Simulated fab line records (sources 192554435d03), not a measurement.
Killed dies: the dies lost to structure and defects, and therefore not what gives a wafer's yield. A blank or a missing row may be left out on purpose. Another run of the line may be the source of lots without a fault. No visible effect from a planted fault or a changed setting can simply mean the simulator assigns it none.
fab line records	flow n5_finfet
record: lots: 24	wafers: 72	last_day: 18
route steps=1938 shown GATE_CUT@489 MOL_CONTACT_COAG@531
lots that met no fault: taken from a fault-free run of the same line
start_h: start of the lot's first displayed wafer, in hours after the record's first day	wait_h: how many hours have passed since the lot's step before this one	" the same as in the row above	L1.1+2: one row covering several wafers at once	- no value, or no start given	* or withheld: withheld	< > ~ a bound
route shown NAME@n: a module of which the file shows steps, and the number in the route of the first	usual: average and standard deviation across the fault-free wafers	same: alike in all rows	chamber/n: place in a boat	sites: per-site readings	_std_site: standard deviation of those values	_edge_site: inner sites' mean taken away from outer sites' mean	radius_mm: how far each site lies from the wafer's centre	mask NAME#n: copy n	behind: the last tool/chamber to shape the wafer	hold: why the lot went on hold/how many hours it stayed there/how the hold came to an end	device: whichever transistor did not switch (one of n, p or np)	end of line: tests run on the same wafers once the route is complete	a step given without rows: its recipe and nothing more	killed: at the first sort, the dies lost to defects and structure; wafer yield is something else	map: per-die view of a wafer (x killed, . not killed, _ where there is no die)
set.NAME: the setting that was run; set.NAME@STEP: the one run at that earlier step	model.NAME: the simulator's own value behind a step, which no gauge read
a sample of lots followed through the steps of the route, with each step as a table and each wafer as a row
services: when a tool's chamber went out of use (start_h, in hours from the record's first day, below 0 if earlier), for how many hours, and the reason
== steps ==
step: N5_GATE_CUT_INSPECT_15
recipe: mode: adi	inspect_instrument: brightfield
usual: raw_defect_count: 128/38
lot.wafer	tool	chamber	start_h	wait_h	raw_defect_count
L074.1	defect_inspect-02	-	88.33	0.1	118
L074.3	"	-	"	"	83
L074.6	"	-	"	"	90
L075.1	defect_inspect-01	-	95.30	0.1	148
L075.4	"	-	"	"	167
L075.5	"	-	"	"	127
L076.2	defect_inspect-01	-	110.80	0.1	116
L076.3	"	-	"	"	85
L076.6	"	-	"	"	59
L077.1	defect_inspect-02	-	111.32	0.1	60
L077.2	"	-	"	"	99
L077.4	"	-	"	"	104
L078.1	defect_inspect-01	-	116.33	0.1	145
L078.2	"	-	"	"	148
L078.6	"	-	"	"	174
L079.1	defect_inspect-02	-	121.80	0.1	182
L079.3	"	-	"	"	146
L079.5	"	-	"	"	116
L080.2	defect_inspect-01	-	123.20	0.0	154
L080.3	"	-	"	"	123
L080.4	"	-	"	"	106
L081.1	defect_inspect-01	-	127.94	0.1	115
L081.3	"	-	"	"	184
L081.6	"	-	"	"	102
L082.2	defect_inspect-02	-	135.08	0.0	98
L082.3	"	-	"	"	143
L082.6	"	-	"	"	95
L083.3	defect_inspect-02	-	138.75	0.0	165
L083.4	"	-	"	"	129
L083.5	"	-	"	"	124
L084.1	defect_inspect-01	-	145.16	0.1	146
L084.2	"	-	"	"	152
L084.5	"	-	"	"	127
L085.2	defect_inspect-02	-	152.99	0.0	138
L085.5	"	-	"	"	125
L085.6	"	-	"	"	197
L086.1	defect_inspect-02	-	157.14	0.1	116
L086.2	"	-	"	"	101
L086.5	"	-	"	"	81
L087.2	defect_inspect-02	-	162.32	0.0	82
L087.4	"	-	"	"	90
L087.6	"	-	"	"	142
L088.1	defect_inspect-01	-	167.15	0.1	84
L088.5	"	-	"	"	122
L088.6	"	-	"	"	86
L089.2	defect_inspect-01	-	176.64	0.0	111
L089.4	"	-	"	"	117
L089.6	"	-	"	"	177
L090.1	defect_inspect-02	-	187.50	0.1	119
L090.2	"	-	"	"	147
L090.6	"	-	"	"	185
L091.4	defect_inspect-02	-	189.83	0.0	109
L091.5	"	-	"	"	110
L091.6	"	-	"	"	128
L092.1	defect_inspect-01	-	196.61	0.1	163
L092.2	"	-	"	"	161
L092.4	"	-	"	"	123
L093.1	defect_inspect-02	-	201.67	0.1	142
L093.3	"	-	"	"	161
L093.4	"	-	"	"	146
L095.2	defect_inspect-01	-	210.42	0.0	88
L095.4	"	-	"	"	96
L095.5	"	-	"	"	108
L094.1	defect_inspect-01	-	211.97	0.1	160
L094.3	"	-	"	"	196
L094.6	"	-	"	"	128
L096.1	defect_inspect-02	-	218.09	0.1	87
L096.4	"	-	"	"	113
L096.5	"	-	"	"	108
L097.1	defect_inspect-01	-	222.81	0.1	84
L097.4	"	-	"	"	104
L097.6	"	-	"	"	121
step: N5_GATE_CUT_CMP_43
recipe: material: SiO2	post_cmp_clean: rinse_only
usual: motor_current_A: 11.7/1.2
lot.wafer	tool	chamber	start_h	wait_h	motor_current_A
L074.1	cmp-01	1	91.12	0.0	10.5
L074.3	"	3	"	"	10.6
L074.6	"	1	"	"	11.0
L075.1	cmp-03	3	99.74	0.1	11.6
L075.4	"	0	"	"	14.2
L075.5	"	2	"	"	12.8
L076.3	cmp-01	3	113.57	0.0	10.9
L076.2	"	1	"	"	10.1
L076.6	"	3	"	"	10.9
L077.4	cmp-01	3	114.50	0.1	10.5
L077.2	"	0	"	"	12.4
L077.1	"	1	"	"	10.8
L078.1	cmp-04	0	119.09	0.1	9.4
L078.2	"	2	"	"	13.7
L078.6	"	3	"	"	9.7
L079.1	cmp-01	3	124.80	0.2	10.9
L079.3	"	0	"	"	12.2
L079.5	"	2	"	"	11.1
L080.3	cmp-01	3	126.16	0.0	10.3
L080.2	"	1	"	"	10.9
L080.4	"	2	"	"	11.6
L081.1	cmp-04	2	130.86	0.1	13.6
L081.3	"	0	"	"	9.7
L081.6	"	1	"	"	13.3
L082.3	cmp-01	0	138.74	0.0	12.8
L082.2	"	3	"	"	11.0
L082.6	"	0	"	"	11.9
L083.4	cmp-01	2	142.21	0.0	10.9
L083.3	"	3	"	"	10.3
L083.5	"	3	"	"	10.9
L084.2	cmp-04	1	148.68	0.0	13.6
L084.1	"	2	"	"	14.0
L084.5	"	2	"	"	13.7
L085.2	cmp-01	3	156.31	0.3	10.8
L085.5	"	0	"	"	12.0
L085.6	"	1	"	"	11.2
L086.2	cmp-03	3	160.21	0.2	12.4
L086.1	"	0	"	"	14.2
L086.5	"	1	"	"	12.7
L087.2	cmp-01	2	165.19	0.1	11.5
L087.4	"	3	"	"	10.9
L087.6	"	1	"	"	10.6
L088.1	cmp-03	1	169.91	0.1	13.1
L088.6	"	0	"	"	13.4
L088.5	"	1	"	"	12.6
L089.4	cmp-04	1	179.80	0.0	14.0
L089.2	"	0	"	"	10.3
L089.6	"	1	"	"	13.5
L090.2	cmp-03	3	190.26	0.1	12.1
L090.1	"	1	"	"	11.9
L090.6	"	2	"	"	12.3
L091.4	cmp-04	3	193.09	0.3	10.0
L091.6	"	0	"	"	10.0
L091.5	"	1	"	"	12.8
L092.1	cmp-04	0	199.66	0.1	10.0
L092.4	"	1	"	"	13.6
L092.2	"	2	"	"	13.8
L093.4	cmp-01	3	204.68	0.0	10.6
L093.1	"	1	"	"	10.1
L093.3	"	2	"	"	11.7
L095.4	cmp-03	0	213.11	0.0	13.9
L095.2	"	3	"	"	11.7
L095.5	"	1	"	"	13.3
L094.1	cmp-01	1	215.28	0.0	10.9
L094.3	"	3	"	"	11.2
L094.6	"	1	"	"	10.7
L096.4	cmp-01	3	220.77	0.0	10.6
L096.1	"	2	"	"	11.5
L096.5	"	0	"	"	12.1
L097.1	cmp-01	2	225.69	0.1	11.3
L097.4	"	0	"	"	12.5
L097.6	"	2	"	"	11.5
step: N5_MOL_CONTACT_COAG_ETCH_105
recipe: chemistry: CF4	target: SiARC	target_depth_a: 156	mask_material: CAR-EUV	time_s: 26	ion_energy_ev: 80	pressure_mtorr: 40	source_w: 545	bias_w: 36	Ar_flow_sccm: 100	cf4_flow_sccm: 100	ends: cleared
usual: cf4_flow_sccm: 100.00/0.28	drypump_motor_current_A: 5.7/0.44	etch_rf_on_time_s: 26.2/0.54	oes_product_au: 0.63/0.048	rf_vpp_V: 183.9/1.3	showerhead_plenum_p_Torr: 2.13/0.085	throttle_valve_pct: 15.70/0.16
lot.wafer	tool	chamber	start_h	wait_h	cf4_flow_sccm	drypump_motor_current_A	etch_rf_on_time_s	oes_product_au	rf_hours_counter_h	rf_vpp_V	showerhead_plenum_p_Torr	throttle_valve_pct
L074.1	rie_diel-05	1	92.70	0.0	100.27	6.6	25.6	0.59	234	182.8	2.04	16.06
L074.3	"	2	"	"	100.44	5.5	26.7	0.60	210	181.8	2.04	15.65
L074.6	"	2	"	"	100.52	5.5	26.5	0.60	-	182.4	2.04	15.65
L075.1	rie_diel-01	2	100.85	0.0	100.13	6.4	25.5	0.61	203	185.5	2.20	15.59
L075.4	"	3	"	"	100.11	5.3	25.9	0.63	189	183.8	2.13	15.58
L075.5	"	3	"	"	99.99	5.3	26.1	0.63	-	183.7	2.13	15.60
L076.2	rie_diel-01	3	114.75	0.0	99.57	5.3	26.5	0.61	194	183.9	2.13	15.61
L076.3	"	0	"	"	99.54	5.5	26.4	0.70	57	185.0	2.17	15.30
L076.6	"	2	"	"	100.18	6.3	25.6	0.60	-	185.0	2.20	15.60
L077.1	rie_diel-01	0	115.60	0.0	99.98	5.5	26.5	0.69	57	184.2	2.16	15.31
L077.2	"	1	"	"	99.75	6.1	26.3	0.63	171	184.0	2.14	15.88
L077.4	"	2	"	"	99.62	6.3	25.7	0.60	207	185.9	2.20	15.60
L078.1	rie_diel-05	0	120.32	0.0	100.23	5.3	26.1	0.66	133	182.6	1.98	15.77
L078.2	"	3	"	"	100.19	5.1	26.1	0.63	181	182.5	2.14	15.66
L078.6	"	3	"	"	99.80	5.1	26.2	0.63	-	185.5	2.14	15.66
L079.1	rie_diel-05	2	126.28	0.0	100.45	5.5	26.4	0.60	221	181.5	2.04	15.69
L079.3	"	1	"	"	99.80	6.6	25.8	0.58	246	182.9	2.04	16.09
L079.5	"	1	"	"	99.77	6.6	25.7	0.58	-	181.7	2.04	16.10
L080.2	rie_diel-06	3	127.78	0.0	99.91	5.8	26.7	0.68	112	186.3	2.25	15.67
L080.3	"	2	"	"	100.04	5.6	25.4	0.62	196	183.2	2.04	15.66
L080.4	"	1	"	"	100.16	5.7	25.7	0.63	219	183.0	2.14	15.98
L081.1	rie_diel-05	2	132.09	0.0	99.99	5.4	26.8	0.59	223	183.7	2.04	15.68
L081.3	"	1	"	"	100.71	6.6	26.0	0.58	247	182.3	2.04	16.09
L081.6	"	0	"	"	99.57	5.3	26.3	0.66	-	182.4	1.98	15.80
L082.2	rie_diel-01	3	139.93	0.0	99.39	5.3	26.5	0.62	203	184.2	2.12	15.60
L082.3	"	0	"	"	99.73	5.5	26.6	0.69	66	183.8	2.16	15.33
L082.6	"	3	"	"	99.96	5.3	26.3	0.62	-	182.3	2.12	15.62
L083.3	rie_diel-06	2	143.60	0.0	99.62	5.5	25.4	0.61	198	182.8	2.04	15.64
L083.4	"	0	"	"	100.40	6.0	27.8	0.65	129	185.4	2.23	15.55
L083.5	"	2	"	"	99.46	5.5	25.3	0.61	-	183.5	2.04	15.65
L084.1	rie_diel-06	1	149.99	0.0	99.45	5.7	25.7	0.62	227	184.3	2.13	16.00
L084.2	"	0	"	"	99.86	6.0	27.5	0.65	132	185.5	2.22	15.55
L084.5	"	3	"	"	100.09	5.7	26.7	0.67	-	185.4	2.24	15.70
L085.2	rie_diel-05	3	157.68	0.0	100.14	5.1	25.8	0.63	196	183.1	2.13	15.69
L085.5	"	0	"	"	100.09	5.3	26.1	0.65	-	181.9	1.98	15.82
L085.6	"	3	"	"	100.21	5.1	26.3	0.63	-	183.6	2.13	15.68
L086.1	rie_diel-01	2	161.36	0.0	99.91	6.3	25.9	0.59	223	185.6	2.19	15.63
L086.2	"	3	"	"	99.99	5.3	26.2	0.61	210	183.2	2.12	15.62
L086.5	"	3	"	"	100.20	5.3	26.1	0.61	-	183.8	2.12	15.62
L087.2	rie_diel-05	2	166.30	0.0	99.99	5.4	26.9	0.58	236	182.1	2.03	15.69
L087.4	"	1	"	"	100.16	6.6	25.5	0.85	5	185.9	2.29	15.63
L087.6	"	0	"	"	99.63	5.3	26.5	0.65	-	180.9	1.98	15.82
L088.1	rie_diel-06	2	171.02	0.0	100.13	5.6	25.4	0.61	209	182.8	2.04	15.69
L088.5	"	0	"	"	99.68	6.0	26.9	0.66	-	186.0	2.22	15.56
L088.6	"	1	"	"	100.14	5.7	25.6	0.61	-	183.6	2.13	16.01
L089.2	rie_diel-01	0	180.99	0.0	99.75	5.5	26.4	0.67	82	185.5	2.16	15.35
L089.4	"	2	"	"	99.94	6.3	25.8	0.58	230	185.5	2.19	15.66
L089.6	"	0	"	"	100.27	5.5	26.2	0.67	-	184.0	2.16	15.36
L090.1	rie_diel-01	1	191.56	0.0	100.24	6.1	26.8	0.61	200	183.0	2.13	15.94
L090.2	"	2	"	"	100.09	6.4	25.9	0.58	234	183.1	2.19	15.66
L090.6	"	3	"	"	100.10	5.3	26.2	0.61	-	186.3	2.12	15.67
L091.4	rie_diel-06	2	194.17	0.0	100.04	5.6	25.5	0.60	218	183.0	2.03	15.68
L091.5	"	0	"	"	100.22	6.0	27.1	0.63	-	185.0	2.22	15.60
L091.6	"	3	"	"	100.28	5.8	26.6	0.66	-	186.4	2.24	15.71
L092.1	rie_diel-05	1	200.76	0.0	100.09	6.6	25.5	0.81	18	186.7	2.29	15.65
L092.2	"	2	"	"	100.00	5.4	27.1	0.57	249	182.5	2.03	15.73
L092.4	"	0	"	"	99.83	5.3	26.3	0.64	164	181.0	1.97	15.84
L093.1	rie_diel-06	3	206.14	0.0	100.14	5.7	26.3	0.67	138	185.4	2.24	15.73
L093.3	"	0	"	"	100.04	6.1	27.3	0.64	153	184.8	2.22	15.60
L093.4	"	2	"	"	99.60	5.6	25.6	0.60	222	184.4	2.03	15.70
L095.2	rie_diel-06	3	214.42	0.0	99.89	5.7	26.3	0.66	140	184.0	2.24	15.75
L095.4	"	3	"	"	100.36	5.7	26.3	0.66	-	184.3	2.24	15.74
L095.5	"	2	"	"	99.96	5.6	25.1	0.61	-	183.5	2.03	15.72
L094.1	rie_diel-05	1	217.13	0.0	100.17	6.6	25.3	0.80	26	185.2	2.28	15.65
L094.3	"	0	"	"	100.25	5.3	26.3	0.64	172	181.5	1.97	15.88
L094.6	"	1	"	"	99.96	6.6	25.3	0.81	-	184.4	2.29	15.67
L096.1	rie_diel-01	1	221.97	0.0	99.99	6.1	26.7	0.59	211	182.5	2.13	15.98
L096.4	"	2	"	"	100.09	6.4	25.7	0.58	246	184.4	2.18	15.68
L096.5	"	0	"	"	100.03	5.4	26.6	0.66	-	184.6	2.15	15.38
L097.1	rie_diel-06	0	226.80	0.0	99.42	6.0	27.3	0.63	161	184.2	2.22	15.61
L097.4	"	0	"	"	99.49	6.0	27.1	0.64	-	186.9	2.21	15.61
L097.6	"	2	"	"	99.75	5.5	25.5	0.59	-	183.8	2.03	15.71
step: N5_MOL_CONTACT_COAG_ANNEAL_113
recipe: temp_c: 400	time_s: 300	ambient: H2/N2
usual: lamp_power_pct: 2.99/0.13	wafer_temp_C_max: 401.9/0.67
lot.wafer	tool	chamber	start_h	wait_h	lamp_power_pct	wafer_temp_C_max
L074.1	rtp_anneal-02	0	97.51	0.6	3.14	401.1
L074.3	"	0	"	"	3.14	400.9
L074.6	"	0	"	"	3.14	401.3
L075.1	rtp_anneal-01	0	105.34	0.6	2.89	402.4
L075.4	"	0	"	"	2.89	401.8
L075.5	"	0	"	"	2.88	402.6
L076.2	rtp_anneal-01	0	117.45	0.5	2.89	403.1
L076.3	"	0	"	"	2.89	402.9
L076.6	"	0	"	"	2.88	402.6
L077.1	rtp_anneal-01	0	119.49	0.4	2.89	401.5
L077.2	"	0	"	"	2.88	401.9
L077.4	"	0	"	"	2.89	402.6
L078.1	rtp_anneal-01	0	126.13	0.5	2.89	403.7
L078.2	"	0	"	"	2.88	402.5
L078.6	"	0	"	"	2.88	401.6
L079.1	rtp_anneal-01	0	129.50	0.7	2.88	402.4
L079.3	"	0	"	"	2.89	402.3
L079.5	"	0	"	"	2.89	402.5
L080.2	rtp_anneal-01	0	134.69	0.8	2.89	402.5
L080.3	"	0	"	"	2.89	402.2
L080.4	"	0	"	"	2.88	402.4
L081.1	rtp_anneal-02	0	135.95	0.4	3.14	400.9
L081.3	"	0	"	"	3.14	401.1
L081.6	"	0	"	"	3.14	401.4
L082.2	rtp_anneal-01	0	142.50	0.5	2.89	402.9
L082.3	"	0	"	"	2.88	402.1
L082.6	"	0	"	"	2.88	402.7
L083.3	rtp_anneal-02	0	146.85	0.6	3.14	401.1
L083.4	"	0	"	"	3.14	401.7
L083.5	"	0	"	"	3.14	401.4
L084.1	rtp_anneal-02	0	153.72	0.4	3.14	401.9
L084.2	"	0	"	"	3.14	401.1
L084.5	"	0	"	"	3.14	401.4
L085.2	rtp_anneal-01	0	161.55	0.5	2.89	402.2
L085.5	"	0	"	"	2.89	402.4
L085.6	"	0	"	"	2.88	402.3
L086.1	rtp_anneal-02	0	164.18	0.4	3.14	401.0
L086.2	"	0	"	"	3.14	401.4
L086.5	"	0	"	"	3.14	401.3
L087.2	rtp_anneal-01	0	170.31	0.5	2.89	403.1
L087.4	"	0	"	"	2.89	401.9
L087.6	"	0	"	"	2.89	401.9
L088.1	rtp_anneal-02	0	174.36	0.3	3.14	401.4
L088.5	"	0	"	"	3.14	400.7
L088.6	"	0	"	"	3.14	401.1
L089.2	rtp_anneal-01	0	185.11	0.5	2.88	403.0
L089.4	"	0	"	"	2.89	402.6
L089.6	"	0	"	"	2.89	402.1
L090.1	rtp_anneal-01	0	194.51	0.3	2.89	401.4
L090.2	"	0	"	"	2.88	402.5
L090.6	"	0	"	"	2.88	402.8
L091.4	rtp_anneal-02	0	197.53	0.5	3.14	401.2
L091.5	"	0	"	"	3.14	401.8
L091.6	"	0	"	"	3.14	401.2
L092.1	rtp_anneal-02	0	204.20	0.3	3.14	402.3
L092.2	"	0	"	"	3.14	401.4
L092.4	"	0	"	"	3.15	401.1
L093.1	rtp_anneal-01	0	209.68	0.3	2.88	402.8
L093.3	"	0	"	"	2.88	402.4
L093.4	"	0	"	"	2.89	402.5
L095.2	rtp_anneal-01	0	219.29	0.8	2.89	401.7
L095.4	"	0	"	"	2.88	402.1
L095.5	"	0	"	"	2.88	401.6
L094.1	rtp_anneal-02	0	220.67	0.3	3.14	401.3
L094.3	"	0	"	"	3.13	401.2
L094.6	"	0	"	"	3.14	400.9
L096.1	rtp_anneal-01	0	225.60	0.3	2.88	402.4
L096.4	"	0	"	"	2.89	402.0
L096.5	"	0	"	"	2.89	403.1
L097.1	rtp_anneal-02	0	229.79	0.3	3.14	401.1
L097.4	"	0	"	"	3.14	401.0
L097.6	"	0	"	"	3.14	401.7
step: N5_MOL_CONTACT_COAG_SPUTTER_130
recipe: material: Co	target_thk_a: 475	temp_c: 25	chamber_pressure_pa: 0.5	power_w: 3000
usual: throttle_valve_pct: 30.1/1.4
lot.wafer	tool	chamber	start_h	wait_h	throttle_valve_pct
L074.1	pvd_sputter-03	-	98.65	0.0	31.5
L074.3	"	-	"	"	30.9
L074.6	"	-	"	"	31.1
L075.1	pvd_sputter-01	-	106.91	0.0	29.9
L075.4	"	-	"	"	29.3
L075.5	"	-	"	"	30.1
L076.2	pvd_sputter-02	-	119.08	0.0	32.5
L076.3	"	-	"	"	28.5
L076.6	"	-	"	"	32.9
L077.1	pvd_sputter-01	-	124.27	0.0	29.3
L077.2	"	-	"	"	29.6
L077.4	"	-	"	"	30.2
L078.1	pvd_sputter-02	-	127.97	0.0	29.1
L078.2	"	-	"	"	31.1
L078.6	"	-	"	"	32.6
L079.1	pvd_sputter-03	-	133.97	0.0	28.3
L079.3	"	-	"	"	31.4
L079.5	"	-	"	"	28.4
L080.2	pvd_sputter-02	-	137.53	0.0	28.7
L080.3	"	-	"	"	28.9
L080.4	"	-	"	"	32.6
L081.1	pvd_sputter-01	-	137.70	0.0	30.5
L081.3	"	-	"	"	29.2
L081.6	"	-	"	"	30.7
L082.2	pvd_sputter-01	-	144.21	0.0	29.7
L082.3	"	-	"	"	30.3
L082.6	"	-	"	"	30.0
L083.3	pvd_sputter-02	-	147.55	0.0	29.1
L083.4	"	-	"	"	31.3
L083.5	"	-	"	"	29.0
L084.1	pvd_sputter-03	-	155.15	0.0	31.6
L084.2	"	-	"	"	27.7
L084.5	"	-	"	"	31.7
L085.2	pvd_sputter-03	-	162.71	0.0	28.7
L085.5	"	-	"	"	31.6
L085.6	"	-	"	"	30.9
L086.1	pvd_sputter-03	-	168.50	0.0	28.7
L086.2	"	-	"	"	31.6
L086.5	"	-	"	"	31.7
L087.2	pvd_sputter-03	-	172.48	0.0	27.7
L087.4	"	-	"	"	30.8
L087.6	"	-	"	"	28.4
L088.1	pvd_sputter-01	-	175.91	0.0	29.7
L088.5	"	-	"	"	29.8
L088.6	"	-	"	"	29.0
L089.2	pvd_sputter-02	-	187.46	0.0	32.5
L089.4	"	-	"	"	28.4
L089.6	"	-	"	"	28.4
L090.1	pvd_sputter-01	-	196.06	0.0	29.5
L090.2	"	-	"	"	30.4
L090.6	"	-	"	"	30.4
L091.4	pvd_sputter-03	-	199.60	0.0	30.9
L091.5	"	-	"	"	31.0
L091.6	"	-	"	"	27.9
L092.1	pvd_sputter-02	-	205.75	0.0	32.7
L092.2	"	-	"	"	29.2
L092.4	"	-	"	"	28.4
L093.1	pvd_sputter-02	-	211.58	0.0	31.2
L093.3	"	-	"	"	28.4
L093.4	"	-	"	"	33.0
L095.2	pvd_sputter-02	-	221.89	0.0	29.0
L095.4	"	-	"	"	28.5
L095.5	"	-	"	"	29.0
L094.1	pvd_sputter-02	-	222.25	0.0	28.6
L094.3	"	-	"	"	30.9
L094.6	"	-	"	"	28.6
L096.1	pvd_sputter-01	-	228.12	0.0	30.5
L096.4	"	-	"	"	29.3
L096.5	"	-	"	"	30.5
L097.1	pvd_sputter-01	-	233.30	0.0	30.2
L097.4	"	-	"	"	30.1
L097.6	"	-	"	"	29.2
step: N5_MOL_CONTACT_COAG_CMP_23
recipe: stop_on: SiO2	t_overpolish_s: 1.5	post_cmp_clean: cu_alkaline	down_force_psi: 2	platen_rpm: 50.289	pad_velocity_m_s: 1.0006	target_thk_nm: 0
usual: motor_current_A: 8.4/0.87	overpolish_run_s: 1.501/0.0084	time_to_endpoint_s: 9.8/2.2
lot.wafer	tool	chamber	start_h	wait_h	motor_current_A	overpolish_run_s	time_to_endpoint_s
L074.3	cmp-03	3	98.92	0.1	7.8	1.500	9.4
L074.1	"	1	"	"	9.1	1.479	12.2
L074.6	"	3	"	"	7.7	1.507	9.6
L075.1	cmp-03	3	107.21	0.1	8.1	1.504	6.5
L075.4	"	2	"	"	8.0	1.487	8.7
L075.5	"	0	"	"	9.1	1.499	9.3
L076.2	cmp-02	2	119.50	0.3	9.5	1.508	13.4
L076.3	"	0	"	"	9.6	1.492	8.4
L076.6	"	1	"	"	7.7	1.495	12.6
L077.2	cmp-03	3	124.46	0.0	7.3	1.502	6.5
L077.4	"	0	"	"	9.1	1.502	6.3
L077.1	"	1	"	"	8.4	1.500	9.5
L078.1	cmp-01	1	128.25	0.1	6.9	1.486	10.2
L078.2	"	2	"	"	7.9	1.499	7.9
L078.6	"	0	"	"	7.9	1.494	10.4
L079.1	cmp-01	2	134.18	0.0	7.8	1.513	9.9
L079.3	"	0	"	"	7.8	1.498	15.5
L079.5	"	2	"	"	7.3	1.485	10.0
L080.2	cmp-02	0	137.71	0.0	9.9	1.505	7.4
L080.3	"	1	"	"	7.7	1.498	7.8
L080.4	"	2	"	"	10.2	1.506	9.6
L081.3	cmp-02	3	137.94	0.1	7.6	1.497	9.6
L081.1	"	0	"	"	10.0	1.501	7.6
L081.6	"	3	"	"	7.5	1.510	9.1
L082.3	cmp-03	3	144.50	0.1	8.0	1.501	9.7
L082.2	"	2	"	"	8.0	1.497	8.0
L082.6	"	0	"	"	9.4	1.507	10.1
L083.3	cmp-03	0	147.73	0.0	9.3	1.495	8.8
L083.4	"	2	"	"	8.1	1.508	10.1
L083.5	"	1	"	"	8.6	1.497	8.7
L084.2	cmp-01	0	155.42	0.1	8.8	1.499	14.8
L084.1	"	1	"	"	7.1	1.511	13.8
L084.5	"	2	"	"	7.7	1.489	12.9
L085.2	cmp-03	1	162.99	0.1	8.3	1.503	10.9
L085.6	"	3	"	"	7.8	1.504	9.4
L085.5	"	0	"	"	9.0	1.513	10.4
L086.2	cmp-03	3	168.70	0.0	8.3	1.501	9.8
L086.1	"	0	"	"	9.8	1.510	9.6
L086.5	"	0	"	"	9.0	1.490	8.5
L087.4	cmp-01	1	172.66	0.0	7.1	1.500	12.1
L087.2	"	2	"	"	7.8	1.501	9.9
L087.6	"	1	"	"	6.9	1.507	12.1
L088.1	cmp-03	2	176.22	0.1	7.8	1.487	8.0
L088.6	"	3	"	"	7.7	1.507	8.9
L088.5	"	0	"	"	9.0	1.500	8.1
L089.4	cmp-02	0	187.83	0.2	9.5	1.513	6.6
L089.2	"	1	"	"	7.9	1.504	10.4
L089.6	"	3	"	"	7.7	1.500	9.9
L090.2	cmp-01	1	196.29	0.1	7.4	1.488	13.6
L090.1	"	3	"	"	7.2	1.504	11.1
L090.6	"	1	"	"	6.8	1.507	13.5
L091.4	cmp-02	1	199.95	0.2	7.9	1.481	6.3
L091.6	"	1	"	"	7.8	1.517	9.4
L091.5	"	2	"	"	9.4	1.502	10.6
L092.2	cmp-02	2	205.93	0.0	9.2	1.485	10.6
L092.4	"	3	"	"	7.5	1.494	8.3
L092.1	"	1	"	"	7.8	1.492	12.2
L093.4	cmp-02	2	211.76	0.0	9.2	1.508	11.4
L093.1	"	3	"	"	7.7	1.496	10.2
L093.3	"	0	"	"	9.1	1.500	8.2
L095.4	cmp-02	0	222.15	0.1	9.6	1.509	7.5
L095.2	"	2	"	"	9.2	1.501	11.4
L095.5	"	0	"	"	9.2	1.501	7.5
L094.1	cmp-02	1	222.47	0.1	8.2	1.497	11.3
L094.3	"	2	"	"	9.6	1.499	10.7
L094.6	"	0	"	"	9.7	1.504	7.4
L096.4	cmp-03	1	228.31	0.0	8.6	1.504	9.4
L096.1	"	2	"	"	8.6	1.497	6.6
L096.5	"	1	"	"	8.1	1.507	8.9
L097.1	cmp-03	0	233.52	0.1	9.2	1.491	8.8
L097.4	"	2	"	"	7.9	1.517	8.7
L097.6	"	0	"	"	9.1	1.513	7.8
== services ==
tool	chamber	start_h	hours	kind
cmp-01	-	76.65	2.6	repair
cmp-02	-	95.36	3.7	pm
cmp-01	-	107.01	4.6	pm
cmp-01	-	118.11	4.1	repair
rie_diel-06	2	130.51	8.3	repair
pvd_sputter-03	-	134.43	3.8	repair
pvd_sputter-02	-	138.49	1.9	repair
rie_diel-05	1	139.24	-	clean
rie_diel-05	1	139.24	-	consumable_replace:focus_ring
cmp-02	-	149.95	1.8	repair
pvd_sputter-03	-	149.97	2.2	repair
cmp-04	-	158.07	4.0	pm
cmp-02	-	158.13	5.8	repair
rie_diel-06	3	159.99	6.8	repair
cmp-04	-	163.54	6.9	pm
cmp-04	-	182.52	2.2	repair
cmp-04	-	190.31	1.1	repair
cmp-03	-	196.14	5.3	pm
cmp-01	-	197.77	4.0	pm
cmp-01	-	201.77	-	consumable_replace:conditioner
cmp-01	-	201.77	-	consumable_replace:pad
cmp-04	-	212.95	18.4	pm
rie_diel-05	1	221.26	6.6	repair
cmp-03	-	224.34	1.3	repair
== key ==
fault none
